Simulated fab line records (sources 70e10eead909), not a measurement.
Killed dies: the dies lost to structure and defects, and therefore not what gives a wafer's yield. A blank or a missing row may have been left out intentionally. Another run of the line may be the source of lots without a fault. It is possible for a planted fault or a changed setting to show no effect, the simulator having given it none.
Matching of chambers -- flow nandHarc -- 4 sister chambers for NHARC_A_DECK1_JOINT_CMP_02 on cmp-04
The step polishes SiOx. 8 wafers are shown with their chamber, then 10 later ones without.

WAFERS, EACH WITH ITS CHAMBER
wafer,chamber,motorCurrentA (A)
L080.5,3,13.1
L081.3,1,12.0
L081.4,2,11.9
L091.2,0,12.7
L091.3,2,12.6
L091.5,1,12.0
L093.1,3,13.6
L093.5,0,12.6

WAFERS WITH NO CHAMBER GIVEN
wafer,motorCurrentA (A)
L093.6,10.8
L095.3,11.6
L095.5,11.7
L095.6,12.1
L095.1,13.4
L095.2,12.6
L095.4,12.7
L096.2,13.0
L096.3,12.0
L096.5,12.5

WHICH CHAMBER EACH WENT THROUGH
wafer,from the rows above,in truth
L093.6,can't be placed: 1 or 2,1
L095.3,can't be placed: 1 or 2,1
L095.5,can't be placed: 1 or 2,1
L095.6,can't be placed: 1 or 2 or 0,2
L095.1,3,3
L095.2,can't be placed: 0 or 2 or 1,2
L095.4,can't be placed: 0 or 2 or 3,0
L096.2,can't be placed: 3 or 0 or 2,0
L096.3,can't be placed: 1 or 2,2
L096.5,can't be placed: 0 or 2 or 1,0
1 of 10 placed correctly. Unplaceable from these rows: 9, with the true chamber sitting among the candidates in 9. Number placed wrongly: 0.
How it was worked out, from the rows above alone: a wafer's distance from a chamber is the root of the sum, over the readings, of the square of ((its reading less the chamber's mean) divided by the reading's scatter). The wafer belongs to the nearest chamber; if the next one is less than 2 further off, it can't be placed. A chamber's mean is the mean of its shown wafers. How the scatter is found: for the shown wafers, subtract from each reading the mean of its chamber, square and add these, divide the total by (wafers less chambers), then take the root.
